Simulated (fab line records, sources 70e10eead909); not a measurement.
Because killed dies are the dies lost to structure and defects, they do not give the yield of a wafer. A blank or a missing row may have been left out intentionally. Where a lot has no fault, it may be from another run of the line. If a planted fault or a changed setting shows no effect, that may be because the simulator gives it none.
Which tool did it? || flow nand_harc || Sampling: 10 lots, 30 wafers, 3 of 1302 route steps

## WHAT THE GAUGES SHOWED, per wafer
NHARC_A_SLIT_OVL_MEAS_10.
{"lot": "L075", "measured": "day 19 21:10", "on": "overlay-01", "overlay_x_nm (nm)": "0.7 -0.2 -0.3"}
{"lot": "L077", "measured": "day 20 21:28", "on": "overlay-02", "overlay_x_nm (nm)": "-0.6 -0.1 0.4"}
{"lot": "L080", "measured": "day 21 19:48", "on": "overlay-02", "overlay_x_nm (nm)": "-0.6 -1.0 -0.6"}
{"lot": "L083", "measured": "day 23 11:23", "on": "overlay-02", "overlay_x_nm (nm)": "-1.5 -1.2 -1.5"}
{"lot": "L084", "measured": "day 23 22:29", "on": "overlay-02", "overlay_x_nm (nm)": "-0.2 0.1 -0.3"}
{"lot": "L086", "measured": "day 24 09:50", "on": "overlay-01", "overlay_x_nm (nm)": "-0.7 -1.6 -0.6"}
{"lot": "L089", "measured": "day 26 23:11", "on": "overlay-01", "overlay_x_nm (nm)": "-0.7 -0.8 -1.2"}
{"lot": "L093", "measured": "day 27 19:49", "on": "overlay-01", "overlay_x_nm (nm)": "0.2 0.3 0.5"}
{"lot": "L096", "measured": "day 28 20:49", "on": "overlay-02", "overlay_x_nm (nm)": "0.6 0.9 1.2"}
{"lot": "L095", "measured": "day 29 01:13", "on": "overlay-01", "overlay_x_nm (nm)": "0.0 -0.9 -0.3"}

## EACH LOT AND THE TOOL THAT RAN IT (in order: tool; ch and the chambers of the sampled wafers; start)
{"lot": "L075", "NHARC_A_STAIRCASE_ALD_415": "ald_hk-04 ch 0,2,3, day 17 16:24", "NHARC_A_STAIRCASE_ETCHBACK_157": "rie_diel-12 ch 0,1,2, day 19 07:57"}
{"lot": "L077", "NHARC_A_STAIRCASE_ALD_415": "ald_hk-02 ch 0,1,3, day 18 07:20", "NHARC_A_STAIRCASE_ETCHBACK_157": "rie_diel-13 ch 0,2,3, day 20 07:51"}
{"lot": "L080", "NHARC_A_STAIRCASE_ALD_415": "ald_hk-02 ch 0,1, day 18 19:44", "NHARC_A_STAIRCASE_ETCHBACK_157": "rie_diel-12 ch 0,3, day 20 19:53"}
{"lot": "L083", "NHARC_A_STAIRCASE_ALD_415": "ald_hk-02 ch 0,2,3, day 20 20:53", "NHARC_A_STAIRCASE_ETCHBACK_157": "rie_diel-12 ch 1,3, day 22 23:28"}
{"lot": "L084", "NHARC_A_STAIRCASE_ALD_415": "ald_hk-02 ch 0,3, day 21 09:11", "NHARC_A_STAIRCASE_ETCHBACK_157": "rie_diel-03 ch 0,1,3, day 23 09:14"}
{"lot": "L086", "NHARC_A_STAIRCASE_ALD_415": "ald_hk-04 ch 0,1,2, day 21 21:04", "NHARC_A_STAIRCASE_ETCHBACK_157": "rie_diel-12 ch 1,2,3, day 23 17:35"}
{"lot": "L089", "NHARC_A_STAIRCASE_ALD_415": "ald_hk-01 ch 0,1, day 24 05:28", "NHARC_A_STAIRCASE_ETCHBACK_157": "rie_diel-12 ch 0,2,3, day 26 12:03"}
{"lot": "L093", "NHARC_A_STAIRCASE_ALD_415": "ald_hk-04 ch 2,3, day 24 23:19", "NHARC_A_STAIRCASE_ETCHBACK_157": "rie_diel-13 ch 1,2,3, day 27 01:19"}
{"lot": "L096", "NHARC_A_STAIRCASE_ALD_415": "ald_hk-01 ch 0,2, day 26 04:29", "NHARC_A_STAIRCASE_ETCHBACK_157": "rie_diel-13 ch 0,1,3, day 28 07:16"}
{"lot": "L095", "NHARC_A_STAIRCASE_ALD_415": "ald_hk-01 ch 0,2, day 26 14:20", "NHARC_A_STAIRCASE_ETCHBACK_157": "rie_diel-03 ch 0,1,2, day 28 11:31"}
- NHARC_A_STAIRCASE_ALD_415: deposits SiO2, target thk 30 nm, pulse time 6 s, ald cycles 300.
- NHARC_A_STAIRCASE_ETCHBACK_157: etches the open film in CH3F/O2, target depth 90 nm, time 167.14 s.

## THE ANSWER, worked out from the rows above alone
Rule: the usual values come from the lots themselves. The widest of any qualifying gaps counts: lots, ordered by their means at a reading, are off when they make up no more than a third of the lots, leave a main group of 4 or more, and stand apart from it by 3 or more times the standard deviation of that group's means. A main group is skipped when, at the precision printed for the reading in the tables above, its means are all equal. A lot without any number at a reading at which 4 lots or more have one is off too. Where the step has rows for the other lots, those lots are counted as sound.
Across all readings shown, no lot is off: no conclusion can be drawn from this.

## WHAT THE SIMULATOR PUT IN
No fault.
